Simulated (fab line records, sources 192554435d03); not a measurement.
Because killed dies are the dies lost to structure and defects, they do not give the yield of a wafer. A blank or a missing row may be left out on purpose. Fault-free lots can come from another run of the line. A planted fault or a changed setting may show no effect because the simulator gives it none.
Comparing a struck lot with a sound one || flow n5_finfet || 37 out of 1938 route steps
Sound: wafers L830.1, L830.2, L830.3. Struck: wafer L821.6 (L821.4, L821.5, from the same lot, were not struck and are left out); the cause is given at the end.
Per side, at each step with rows, come the tool, then ch with its chambers, and then its first start. Under that, the readings that differ: sound wafers || struck wafers || difference of the means || sigmas: that difference in standard deviations of wafers without a fault.
alike: words and numbers the same on both sides, and readings whose means are apart by under 2 such deviations; not compared: readings that were withheld, readings missing a value for some wafer, numbers with overlapping values and no deviation given by the record, and bounds like >300 which may hide the same value.
The two part at a step that has a row with sigmas, a row that says differs or no value, or rows on one side only. Numbers that have no deviation but don't overlap get no sigmas and don't part them. Lack of a reading on every wafer of one side parts them only where that side has two or more wafers.

first, 9 steps without rows for these wafers: N5_BEOL_M4_ANNEAL_95 (time 240 s); N5_BEOL_M4_SPUTTER_96 (material Cu, target thk 4.5 nm, time 8.29 s); N5_BEOL_M4_ECD_50 (material Cu, target thk 300 nm); N5_BEOL_M4_ANNEAL_51 (time 90 s); N5_BEOL_M4_CMP_52 (polishes, stops on SiOC, t overpolish 6.8 s, target thk 40 nm); N5_BEOL_M4_PRE_CLEAN_60 (time 15 s); N5_BEOL_M4_CO_CAP_55 (material Co, precursor CCTBA/H2, target thk 2 nm, time 102.1 s); N5_BEOL_M4_PRE_CLEAN_56 (time 15 s); N5_BEOL_M4_DEP_57 (deposits SiCN from 3MS/NH3, target thk 8 nm, time 14 s).
N5_BEOL_M4_RC_MEAS_101:
  sound on prober-02 ch 0, day 14 08:51; struck on prober-02 ch 0, day 11 17:20
  alike: DIBL_N, DIBL_P, IOFF_N, IOFF_P, ION_N, ION_P, SS_N, SS_P, VT_N, VT_P
N5_BEOL_M5_ILD_DEP_00: deposits SiCOH lowk from DEMS/porogen, target thk 140.64 nm, time 25.9 s.
  sound on pecvd-04 ch 0,1,2, day 14 09:49; struck on pecvd-04 ch 1, day 11 17:51
{"reading": "model.SiCOH_lowk_of_BEOL_M5_ILD_DEP_00.thk_nm (nm)", "sound": "140.4 141.6 140.4", "struck": 200, "difference": "+59", "sigmas": ""}
  alike: heater_power_w, showerhead_plenum_p_Torr, showerhead_vpp_V, throttle_valve_pct
then, 1 step without rows for these wafers: N5_BEOL_M5_CURE_79 (cures SiCOH lowk, time 240 s).
N5_BEOL_M5_THK_MEAS_01:
  struck on film_metro-02, day 11 18:44; sound on film_metro-02, day 14 10:23
{"reading": "M5_ILD_THK (nm)", "sound": "120.8 121.8 120.8", "struck": 172.5, "difference": "+51.4", "sigmas": "+30"}
then, 22 steps without rows for these wafers: N5_BEOL_M5_PECVD_70 (deposits SiO2 from TEOS/O2, target thk 16 nm, time 18 s); N5_BEOL_M5_HM_DEP_02 (deposits TiN, target thk 20 nm); N5_BEOL_M5_COAT_59 (time 60 s, resist thk 60 nm); N5_BEOL_M5_COAT_60 (time 60 s, resist thk 12 nm); N5_BEOL_M5_COAT_71 (time 60 s, resist thk 5 nm); N5_BEOL_M5_COAT_05 (resist thk 30 nm); N5_BEOL_M5_EBR_07; N5_BEOL_M5_SOFTBAKE_06 (time 60 s); N5_BEOL_M5_EXPOSE_08 (exposes mask M5, target cd 28 nm); N5_BEOL_M5_PEB_09 (peb time 60 s); N5_BEOL_M5_DEVELOP_10 (develop time 30 s); N5_BEOL_M5_DESCUM_16 (chemistry O2, time 7 s); N5_BEOL_M5_ETCH_72 (etches underlayer in N2/H2, target depth 6.5 nm, time 5.2 s); N5_BEOL_M5_ETCH_61 (etches SiARC in CF4, target depth 15.6 nm, time 26 s); N5_BEOL_M5_ETCH_62 (etches SOC in N2/H2, target depth 75 nm, overetch 15 nm, time 112.5 s); N5_BEOL_M5_STRIP_63 (strips in N2/H2); N5_BEOL_M5_STRIP_73 (strips in N2/H2); N5_BEOL_M5_STRIP_64 (strips in CF4); N5_BEOL_M5_HM_OPEN_17 (chemistry Cl2/BCl3, target TiN, target depth 20 nm, overetch 6 nm); N5_BEOL_M5_STRIP_19 (strips in O2); N5_BEOL_M5_COAT_65 (time 60 s, resist thk 60 nm); N5_BEOL_M5_COAT_66 (time 60 s, resist thk 12 nm).
N5_BEOL_M5_CMP_52: polishes, stops on SiCOH lowk, t overpolish 6.9 s, target thk 62 nm.
  sound on cmp-04 ch 0,1,2, day 14 21:22; struck on cmp-03 ch 0, day 12 08:33
{"reading": "model.SiCOH_lowk_of_BEOL_M5_ILD_DEP_00.thk_nm (nm)", "sound": "117.8 118.8 117.8", "struck": 169.6, "difference": "+51.5", "sigmas": ""}
  alike: motor_current_A
-- a jump in the record: the struck wafers' starts before and after are 4 days apart (it breaks off in module BEOL_M5 and resumes in module PASSIVATION, where the first step shown is number 1936 of the route) --
N5_PASSIVATION_PROBE_49:
  the record has rows for the struck wafers here (prober-02, day 16 14:17) and none for the sound ones

== WHERE THEY PART ==
Last at N5_PASSIVATION_PROBE_49 as far as this record goes, first at N5_BEOL_M5_THK_MEAS_01.

WHY: the cause the simulator had injected
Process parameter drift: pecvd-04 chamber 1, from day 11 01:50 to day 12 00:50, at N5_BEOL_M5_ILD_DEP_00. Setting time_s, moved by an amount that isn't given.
